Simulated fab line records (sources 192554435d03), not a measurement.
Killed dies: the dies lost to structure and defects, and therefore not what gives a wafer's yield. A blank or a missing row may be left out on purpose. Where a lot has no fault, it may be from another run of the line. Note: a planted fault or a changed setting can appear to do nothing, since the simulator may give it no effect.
Which tool was responsible? || flow n5_finfet || Sampling: 12 lots, 35 wafers, 4 of 1938 route steps

== WHAT THE GAUGES SHOWED, per wafer ==
N5_BEOL_M9_CD_MEAS_11 targets a cd of 64.1 nm. Usual: cd_nm at 64.0 nm, with a standard deviation of 0.61.
{"lot": "L129", "measured": "day 9 09:30", "on": "cd_sem-02", "cd_nm (nm)": "64.6 63.9 63.8", "flag": ""}
{"lot": "L128", "measured": "day 9 09:45", "on": "cd_sem-02", "cd_nm (nm)": "63.8 64.0 64.2", "flag": ""}
{"lot": "L130", "measured": "day 10 02:37", "on": "cd_sem-01", "cd_nm (nm)": "63.5 63.8 63.6", "flag": ""}
{"lot": "L134", "measured": "day 10 20:46", "on": "cd_sem-02", "cd_nm (nm)": "63.2 63.4 63.2", "flag": ""}
{"lot": "L133", "measured": "day 11 00:09", "on": "cd_sem-03", "cd_nm (nm)": "64.1 63.2 63.5", "flag": ""}
{"lot": "L135", "measured": "day 11 05:54", "on": "cd_sem-01", "cd_nm (nm)": "65.0 64.9 64.5", "flag": ""}
{"lot": "L137", "measured": "day 11 20:45", "on": "cd_sem-03", "cd_nm (nm)": "62.5 63.8", "flag": ""}
{"lot": "L138", "measured": "day 12 06:07", "on": "cd_sem-02", "cd_nm (nm)": "64.5 63.3 63.6", "flag": ""}
{"lot": "L139", "measured": "day 12 09:44", "on": "cd_sem-03", "cd_nm (nm)": "63.3 63.3 64.5", "flag": ""}
{"lot": "L147", "measured": "day 14 09:25", "on": "cd_sem-02", "cd_nm (nm)": "65.0 64.9 64.4", "flag": ""}
{"lot": "L150", "measured": "day 15 03:05", "on": "cd_sem-02", "cd_nm (nm)": "63.1 64.2 63.8", "flag": ""}
{"lot": "L151", "measured": "day 15 04:29", "on": "cd_sem-01", "cd_nm (nm)": "63.1 63.6 63.8", "flag": ""}

N5_BEOL_M9_INSPECT_30: inspects for defects (brightfield). Usual: raw_defect_count at 433, with a standard deviation of 86.
{"lot": "L129", "measured": "day 9 11:44", "on": "defect_inspect-01", "raw_defect_count": "648 540 437", "flag": ""}
{"lot": "L128", "measured": "day 9 12:00", "on": "defect_inspect-02", "raw_defect_count": "550 336 366", "flag": ""}
{"lot": "L130", "measured": "day 10 03:34", "on": "defect_inspect-02", "raw_defect_count": "523 463 386", "flag": ""}
{"lot": "L134", "measured": "day 10 22:59", "on": "defect_inspect-02", "raw_defect_count": "584 439 373", "flag": ""}
{"lot": "L133", "measured": "day 11 01:23", "on": "defect_inspect-01", "raw_defect_count": "593 592 519", "flag": ""}
{"lot": "L135", "measured": "day 11 08:04", "on": "defect_inspect-01", "raw_defect_count": "410 462 566", "flag": ""}
{"lot": "L137", "measured": "day 11 22:40", "on": "defect_inspect-02", "raw_defect_count": "453 322", "flag": ""}
{"lot": "L138", "measured": "day 12 07:04", "on": "defect_inspect-02", "raw_defect_count": "347 323 402", "flag": ""}
{"lot": "L139", "measured": "day 12 11:37", "on": "defect_inspect-02", "raw_defect_count": "395 551 407", "flag": ""}
{"lot": "L147", "measured": "day 14 11:53", "on": "defect_inspect-01", "raw_defect_count": "391 340 494", "flag": ""}
{"lot": "L150", "measured": "day 15 04:22", "on": "defect_inspect-02", "raw_defect_count": "478 535 388", "flag": ""}
{"lot": "L151", "measured": "day 15 05:40", "on": "defect_inspect-01", "raw_defect_count": "545 422 383", "flag": ""}

== TOOL THAT RAN EACH LOT (tool first, then ch and the chambers of the sampled wafers, then the start) ==
{"lot": "L129", "N5_BEOL_M9_STRIP_19": "rie_diel-01 ch 1,2, day 9 10:07", "N5_BEOL_M9_COAT_22": "litho_track-03 ch 0, day 9 11:23"}
{"lot": "L128", "N5_BEOL_M9_STRIP_19": "rie_diel-03 ch 2,3, day 9 10:22", "N5_BEOL_M9_COAT_22": "litho_track-04 ch 0, day 9 11:32"}
{"lot": "L130", "N5_BEOL_M9_STRIP_19": "rie_diel-01 ch 2,3, day 10 03:05", "N5_BEOL_M9_COAT_22": "litho_track-01 ch 0, day 10 03:13"}
{"lot": "L134", "N5_BEOL_M9_STRIP_19": "rie_diel-01 ch 1,2,3, day 10 21:16", "N5_BEOL_M9_COAT_22": "litho_track-04 ch 0, day 10 22:38"}
{"lot": "L133", "N5_BEOL_M9_STRIP_19": "rie_diel-01 ch 1,2, day 11 00:42", "N5_BEOL_M9_COAT_22": "litho_track-04 ch 0, day 11 01:02"}
{"lot": "L135", "N5_BEOL_M9_STRIP_19": "rie_diel-04 ch 0,1, day 11 06:29", "N5_BEOL_M9_COAT_22": "litho_track-01 ch 0, day 11 07:43"}
{"lot": "L137", "N5_BEOL_M9_STRIP_19": "rie_diel-01 ch 2,3, day 11 21:19", "N5_BEOL_M9_COAT_22": "litho_track-01 ch 0, day 11 22:09"}
{"lot": "L138", "N5_BEOL_M9_STRIP_19": "rie_diel-03 ch 0,3, day 12 06:36", "N5_BEOL_M9_COAT_22": "litho_track-03 ch 0, day 12 06:43"}
{"lot": "L139", "N5_BEOL_M9_STRIP_19": "rie_diel-01 ch 0,2,3, day 12 10:13", "N5_BEOL_M9_COAT_22": "litho_track-01 ch 0, day 12 11:16"}
{"lot": "L147", "N5_BEOL_M9_STRIP_19": "rie_diel-03 ch 0,1, day 14 09:53", "N5_BEOL_M9_COAT_22": "litho_track-03 ch 0, day 14 11:32"}
{"lot": "L150", "N5_BEOL_M9_STRIP_19": "rie_diel-01 ch 0,1, day 15 03:34", "N5_BEOL_M9_COAT_22": "litho_track-03 ch 0, day 15 04:00"}
{"lot": "L151", "N5_BEOL_M9_STRIP_19": "rie_diel-01 ch 0,3, day 15 04:59", "N5_BEOL_M9_COAT_22": "litho_track-03 ch 0, day 15 05:19"}
- N5_BEOL_M9_STRIP_19: strips in O2.
- N5_BEOL_M9_COAT_22: resist thk 30 nm.

== WHAT THE TOOLS THEMSELVES READ (means of the sampled wafers that have a number; where no wafer has one, the mark that the record gives instead) ==
N5_BEOL_M9_STRIP_19. Usual: for drypump_motor_current_A, 5.7 A with a standard deviation of 0.4; for o2_flow_sccm, 225.1 sccm with a standard deviation of 0.65; for oes_product_au, 0.77 a.u. with a standard deviation of 0.1; for rf_vpp_V, 3.7 V with a standard deviation of 0.57; for showerhead_plenum_p_Torr, 2.09 Torr with a standard deviation of 0.062; for temp_c, 40.02 C with a standard deviation of 0.12; for throttle_valve_pct, 16.76 % with a standard deviation of 0.27.
{"lot": "L129", "tool": "rie_diel-01", "drypump_motor_current_A (A)": 6.2, "o2_flow_sccm (sccm)": 225.2, "oes_product_au (a.u.)": 0.78, "rf_vpp_V (V)": 3.5, "showerhead_plenum_p_Torr (Torr)": 2.11, "temp_c (C)": 39.96, "throttle_valve_pct (%)": 16.68, "flag": ""}
{"lot": "L128", "tool": "rie_diel-03", "drypump_motor_current_A (A)": 5.3, "o2_flow_sccm (sccm)": 225.3, "oes_product_au (a.u.)": 0.74, "rf_vpp_V (V)": 3.5, "showerhead_plenum_p_Torr (Torr)": 2.13, "temp_c (C)": 40.00, "throttle_valve_pct (%)": 16.98, "flag": ""}
{"lot": "L130", "tool": "rie_diel-01", "drypump_motor_current_A (A)": 6.0, "o2_flow_sccm (sccm)": 225.9, "oes_product_au (a.u.)": 0.72, "rf_vpp_V (V)": 3.7, "showerhead_plenum_p_Torr (Torr)": 2.05, "temp_c (C)": 39.98, "throttle_valve_pct (%)": 16.82, "flag": ""}
{"lot": "L134", "tool": "rie_diel-01", "drypump_motor_current_A (A)": 6.0, "o2_flow_sccm (sccm)": 224.7, "oes_product_au (a.u.)": 0.76, "rf_vpp_V (V)": 3.6, "showerhead_plenum_p_Torr (Torr)": 2.08, "temp_c (C)": 40.08, "throttle_valve_pct (%)": 16.65, "flag": ""}
{"lot": "L133", "tool": "rie_diel-01", "drypump_motor_current_A (A)": 6.1, "o2_flow_sccm (sccm)": 225.4, "oes_product_au (a.u.)": 0.82, "rf_vpp_V (V)": 3.1, "showerhead_plenum_p_Torr (Torr)": 2.11, "temp_c (C)": 40.04, "throttle_valve_pct (%)": 16.46, "flag": ""}
{"lot": "L135", "tool": "rie_diel-04", "drypump_motor_current_A (A)": 5.6, "o2_flow_sccm (sccm)": 224.7, "oes_product_au (a.u.)": 0.84, "rf_vpp_V (V)": 4.0, "showerhead_plenum_p_Torr (Torr)": 2.03, "temp_c (C)": 40.19, "throttle_valve_pct (%)": 16.59, "flag": ""}
{"lot": "L137", "tool": "rie_diel-01", "drypump_motor_current_A (A)": 6.0, "o2_flow_sccm (sccm)": 225.6, "oes_product_au (a.u.)": 0.71, "rf_vpp_V (V)": 3.5, "showerhead_plenum_p_Torr (Torr)": 2.05, "temp_c (C)": 39.92, "throttle_valve_pct (%)": 16.87, "flag": ""}
{"lot": "L138", "tool": "rie_diel-03", "drypump_motor_current_A (A)": 5.5, "o2_flow_sccm (sccm)": 224.8, "oes_product_au (a.u.)": 0.71, "rf_vpp_V (V)": 3.8, "showerhead_plenum_p_Torr (Torr)": 2.18, "temp_c (C)": 39.89, "throttle_valve_pct (%)": 17.00, "flag": ""}
{"lot": "L139", "tool": "rie_diel-01", "drypump_motor_current_A (A)": 5.8, "o2_flow_sccm (sccm)": 225.3, "oes_product_au (a.u.)": 0.78, "rf_vpp_V (V)": 3.9, "showerhead_plenum_p_Torr (Torr)": 2.09, "temp_c (C)": 39.95, "throttle_valve_pct (%)": 16.83, "flag": ""}
{"lot": "L147", "tool": "rie_diel-03", "drypump_motor_current_A (A)": 5.7, "o2_flow_sccm (sccm)": 225.6, "oes_product_au (a.u.)": 0.70, "rf_vpp_V (V)": 3.5, "showerhead_plenum_p_Torr (Torr)": 2.12, "temp_c (C)": 39.95, "throttle_valve_pct (%)": 16.99, "flag": ""}
{"lot": "L150", "tool": "rie_diel-01", "drypump_motor_current_A (A)": 5.5, "o2_flow_sccm (sccm)": 225.3, "oes_product_au (a.u.)": 0.87, "rf_vpp_V (V)": 3.6, "showerhead_plenum_p_Torr (Torr)": 2.13, "temp_c (C)": 40.03, "throttle_valve_pct (%)": 16.62, "flag": ""}
{"lot": "L151", "tool": "rie_diel-01", "drypump_motor_current_A (A)": 5.6, "o2_flow_sccm (sccm)": 225.6, "oes_product_au (a.u.)": 0.76, "rf_vpp_V (V)": 2.9, "showerhead_plenum_p_Torr (Torr)": 2.06, "temp_c (C)": 40.10, "throttle_valve_pct (%)": 16.83, "flag": ""}

N5_BEOL_M9_COAT_22. Usual: dispense_pressure_kPa 50.0 kPa, standard deviation 1.5; spin_speed_rpm 1500.1 rpm, standard deviation 0.95.
{"lot": "L129", "tool": "litho_track-03", "dispense_pressure_kPa (kPa)": 48.0, "spin_speed_rpm (rpm)": 1500.0, "flag": ""}
{"lot": "L128", "tool": "litho_track-04", "dispense_pressure_kPa (kPa)": 51.1, "spin_speed_rpm (rpm)": 1499.2, "flag": ""}
{"lot": "L130", "tool": "litho_track-01", "dispense_pressure_kPa (kPa)": 51.0, "spin_speed_rpm (rpm)": 1501.2, "flag": ""}
{"lot": "L134", "tool": "litho_track-04", "dispense_pressure_kPa (kPa)": 51.1, "spin_speed_rpm (rpm)": 1498.7, "flag": ""}
{"lot": "L133", "tool": "litho_track-04", "dispense_pressure_kPa (kPa)": 51.2, "spin_speed_rpm (rpm)": 1500.3, "flag": ""}
{"lot": "L135", "tool": "litho_track-01", "dispense_pressure_kPa (kPa)": 51.0, "spin_speed_rpm (rpm)": 1499.7, "flag": ""}
{"lot": "L137", "tool": "litho_track-01", "dispense_pressure_kPa (kPa)": 51.0, "spin_speed_rpm (rpm)": 1497.8, "flag": ""}
{"lot": "L138", "tool": "litho_track-03", "dispense_pressure_kPa (kPa)": 47.9, "spin_speed_rpm (rpm)": 1500.2, "flag": ""}
{"lot": "L139", "tool": "litho_track-01", "dispense_pressure_kPa (kPa)": 50.9, "spin_speed_rpm (rpm)": 1500.3, "flag": ""}
{"lot": "L147", "tool": "litho_track-03", "dispense_pressure_kPa (kPa)": 47.9, "spin_speed_rpm (rpm)": 1500.3, "flag": ""}
{"lot": "L150", "tool": "litho_track-03", "dispense_pressure_kPa (kPa)": 47.8, "spin_speed_rpm (rpm)": 1465.4, "flag": "OFF"}
{"lot": "L151", "tool": "litho_track-03", "dispense_pressure_kPa (kPa)": 47.9, "spin_speed_rpm (rpm)": 1464.9, "flag": "OFF"}

== THE ANSWER, worked out from the rows above alone ==
Rule: take the mean of a lot's wafers that have a number; if it is more than 3 standard deviations from the usual mean, the lot is off. A lot without any number at a reading at which 4 lots or more have one is off too. Any other lot the step has rows for is counted as sound. After the gauges, taken in route order, come the tools' own readings; for these a lot's mean is taken, as printed above. The first step at which some lot is off is used, and at that step the reading that is off furthest; a lot without a number counts as furthest.
Off: L150, L151, at N5_BEOL_M9_COAT_22 (spin_speed_rpm).
A tool fits if, at that step or a process step before it, it ran every lot that is off, and no sound lot after the first of them. Can't be told from this: 2 tools fit, rie_diel-01 at N5_BEOL_M9_STRIP_19, litho_track-03 at N5_BEOL_M9_COAT_22.

== WHAT THE SIMULATOR HAD INSERTED ==
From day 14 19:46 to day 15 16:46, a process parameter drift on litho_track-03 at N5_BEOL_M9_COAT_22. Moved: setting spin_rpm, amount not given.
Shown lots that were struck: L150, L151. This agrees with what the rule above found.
